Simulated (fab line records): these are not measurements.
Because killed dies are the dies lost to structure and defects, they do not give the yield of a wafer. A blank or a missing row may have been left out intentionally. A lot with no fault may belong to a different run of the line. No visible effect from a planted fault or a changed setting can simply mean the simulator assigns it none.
A struck lot beside a sound one | flow n5 finfet | 40 steps out of a route of 1938
Sound: wafers L253.1, L253.2, L253.4. The struck wafers were L242.1, L242.4, L242.6. The cause is given at the end.
Per side, at each step with rows, come the tool, then ch with its chambers, and then its first start. Under that, the readings that differ: sound wafers | struck wafers | difference of the means | sigmas: that difference in standard deviations of wafers without a fault.
alike: readings with means less than 2 such deviations apart, plus words and numbers identical on both sides. not compared: withheld readings, readings lacking a value on some wafer, bounds such as >300 that could conceal the same value, and numbers that have no deviation in the record and whose values overlap.
A row with sigmas, a row that says differs or no value, or rows on one side alone: a step with any of these is where the two part. When numbers do not overlap yet have no deviation, they are printed without sigmas and do not part them. A reading missing from all wafers of one side parts the sides only when that side holds two or more wafers.

first, 12 steps without rows for these wafers: N5_HKMG_FIN_DESCUM_53 (chemistry O2, time 7.9 s); N5_HKMG_FIN_ETCH_54 (etches SiARC in CF4, target depth 45.5 nm, time 75.8 s); N5_HKMG_FIN_ETCH_55 (etches SOC in N2/H2, target depth 240 nm, time 300 s); N5_HKMG_FIN_STRIP_56 (strips in N2/H2); N5_HKMG_FIN_STRIP_57 (strips in CF4); N5_HKMG_FIN_ETCH_58 (etches SOC in N2/H2, target depth 215.8 nm, time 741 s); N5_HKMG_FIN_STRIP_93 (strips SOC in N2/H2, time 20 s); N5_HKMG_FIN_WET_ETCH_76 (etches Al2O3 in dNH4OH, stops on La2O3, target depth 2.25 nm, rinse time 30 s); N5_HKMG_FIN_STRIP_60 (strips in N2/H2, time 360 s); N5_HKMG_FIN_WET_ETCH_77 (etches La2O3 in dHCl, stops on HfO2, target depth 2 nm); N5_HKMG_FIN_WET_ETCH_78 (etches Al2O3 in dNH4OH, stops on La2O3, target depth 4.5 nm, rinse time 30 s); N5_HKMG_FIN_ALD_79 (deposits TiN, target thk 1.5 nm, pulse time 1 s, purge time 3 s).
N5_HKMG_FIN_CVD_62: deposits a-Si from Si2H6, target thk 3 nm, time 20.8 s.
  sound on thermal cvd si-02 ch 1,2, day 8 20:47; struck on thermal cvd si-02 ch 0,2, day 6 05:20
  reading                                   | sound                | struck               | difference | sigmas
  susceptor temp C (C)                      | 500.53 499.95 500.33 | 513.79 513.75 514.55 | +13.76     | +51
  model.a-Si_of_HKMG_FIN_CVD_62.thk nm (nm) | 2.8 2.8 2.8          | 4.4 4.4 4.4          | +1.6       |
  alike: heater power w
then, 25 steps without rows for these wafers: N5_HKMG_FIN_RTA_80 (time 2 s); N5_HKMG_FIN_PRECLEAN_64 (cleans in dHF, time 30 s); N5_HKMG_FIN_WET_ETCH_65 (etches a-Si in TMAH, stops on TiN, time 49 s, target depth 3 nm); N5_HKMG_FIN_WET_ETCH_81 (etches TiN in SC1, stops on HfO2, time 57 s, target depth 6 nm); N5_HKMG_FIN_WET_ETCH_82 (etches La2O3 in dHCl, stops on HfO2, target depth 2 nm, rinse time 30 s); N5_HKMG_FIN_ALD_36 (deposits TiN, target thk 1 nm, pulse time 1 s, purge time 3 s); N5_HKMG_FIN_PWFM_ALD_03 (deposits TiN, target thk 2 nm, pulse time 1 s, purge time 3 s); N5_HKMG_FIN_COAT_29 (time 60 s, resist thk 300 nm); N5_HKMG_FIN_COAT_30 (time 60 s, resist thk 35 nm); N5_HKMG_FIN_COAT_06 (resist thk 90 nm); N5_HKMG_FIN_EBR_08; N5_HKMG_FIN_SOFTBAKE_07 (time 60 s); N5_HKMG_FIN_EXPOSE_09 (exposes mask NWFM); N5_HKMG_FIN_PEB_10 (peb time 60 s); N5_HKMG_FIN_DEVELOP_11 (develop time 30 s); N5_HKMG_FIN_DESCUM_17 (chemistry O2, time 7.9 s); N5_HKMG_FIN_ETCH_31 (etches SiARC in CF4, target depth 45.5 nm, time 75.8 s); N5_HKMG_FIN_ETCH_32 (etches SOC in N2/H2, target depth 240 nm, time 300 s); N5_HKMG_FIN_STRIP_33 (strips in N2/H2); N5_HKMG_FIN_STRIP_34 (strips in CF4); N5_HKMG_FIN_ETCH_35 (etches SOC in N2/H2, target depth 215.8 nm, time 243.4 s); N5_HKMG_FIN_STRIP_92 (strips SOC in N2/H2, time 20 s); N5_HKMG_FIN_WET_ETCH_18 (etches TiN in SC1, time 55 s, target depth 5.2 nm, rinse time 30 s); N5_HKMG_FIN_STRIP_19 (strips in N2/H2, time 360 s); N5_HKMG_FIN_ALD_91 (deposits TiN, target thk 1 nm, pulse time 1 s, purge time 3 s).
-- record jumps: 4 days separate the struck wafers' starts on either side; left off in module HKMG_FIN, taken up again in module BEOL_M4, whose first shown step is the route's number 1111 --
N5_BEOL_M4_RC_MEAS_101:
  sound on prober-01 ch 0, day 13 01:18; struck on prober-02 ch 0, day 9 19:02
  reading             | sound                   | struck                     | difference | sigmas
  DIBL_N (mV/V)       | 38.0 39.4 36.0          | 34.6 34.9 34.1             | -3.3       | -2
  EOT_P               | 10.53 10.49 10.57       | 10.82 10.85 10.89          | +0.32      | +4
  IGATE_P (nA/um)     | 0.0038 0.0033 0.0038    | 0.0007 0.0007 0.0006       | -0.0030    | -6
  IOFF_N (nA/um)      | 0.183 0.217 0.145       | 0.002 0.002 0.002          | -0.180     | -7
  IOFF_N_85C (nA/um)  | 3.4 4.0 2.8             | 0.1 0.1 0.1                | -3.3       | -8
  IOFF_N_LIN (nA/um)  | 0.082 0.094 0.067       | 0.001 0.001 0.001          | -0.080     | -7
  IOFF_N_LONG (nA/um) | 5.1e-05 5.2e-05 5.3e-05 | 2.2e-05 2.2e-05 2.2e-05    | -3.0e-05   | -10
  IOFF_P (nA/um)      | 0.24 0.27 0.18          | 1.20 1.12 1.13             | +0.92      | +25
  IOFF_P_85C (nA/um)  | 4.1 4.5 3.1             | 15.9 14.9 14.8             | +11.3      | +21
  IOFF_P_LIN (nA/um)  | 0.111 0.118 0.087       | 0.582 0.563 0.560          | +0.463     | +33
  IOFF_P_LONG (nA/um) | 9.7e-05 9.5e-05 9.6e-05 | 0.000336 0.000337 0.000339 | +0.000241  | +25
  ION_N (uA/um)       | 679 695 667             | 409 413 407                | -271       | -25
  ION_P (uA/um)       | 465 469 454             | 527 526 521                | +62        | +8
  VT_N (mV)           | 252 249 251             | 369 374 371                | +121       | +38
  VT_N_LONG (mV)      | 275.2 274.3 277.0       | 391.1 393.7 392.9          | +117.1     | +53
  VT_N_LVT (mV)       | 98 95 101               | 216 217 217                | +119       | +36
  VT_P (mV)           | -250 -250 -254          | -200 -199 -201             | +51        | +14
  VT_P_LONG (mV)      | -277 -277 -276          | -239 -237 -236             | +39        | +13
  VT_P_LVT (mV)       | -100 -98 -105           | -48 -50 -49                | +52        | +16
  alike: DIBL_P, SS_N, SS_P
-- here the record skips 5 days between the struck wafers' starts before and after, leaving off in module BEOL_M4 and picking up in module PASSIVATION (first step shown: number 1936 of the route) --
N5_PASSIVATION_PROBE_49:
  sound on prober-01, day 17 11:00; struck on prober-02, day 14 07:21
  reading                | sound          | struck            | difference | sigmas
  sort_bin_4_leakage (%) | 0 0 0          | 91.61 87.54 91.02 | +90.06     |
  sort n pass            | 1072 1074 1058 | 0 0 0             | -1068      | -63
  sort yield pct (%)     | 90.8 91.0 89.7 | 0 0 0             | -90        | -60
  alike: defect limited yield, killed_at_M0_to_M3, killed_at_M4_up, killed at contacts, killed at front end, killed at other, killed dies, killed open, killed short, sort_bin_5_function, sort_bin_6_memory, sort_bin_8_speed

## WHERE THEY PART
Earliest at N5_HKMG_FIN_CVD_62; latest, in this record, at N5_PASSIVATION_PROBE_49.

WHY: whatever the simulator had introduced
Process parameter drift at N5_HKMG_FIN_CVD_62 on thermal cvd si-02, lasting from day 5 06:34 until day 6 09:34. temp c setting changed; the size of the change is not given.
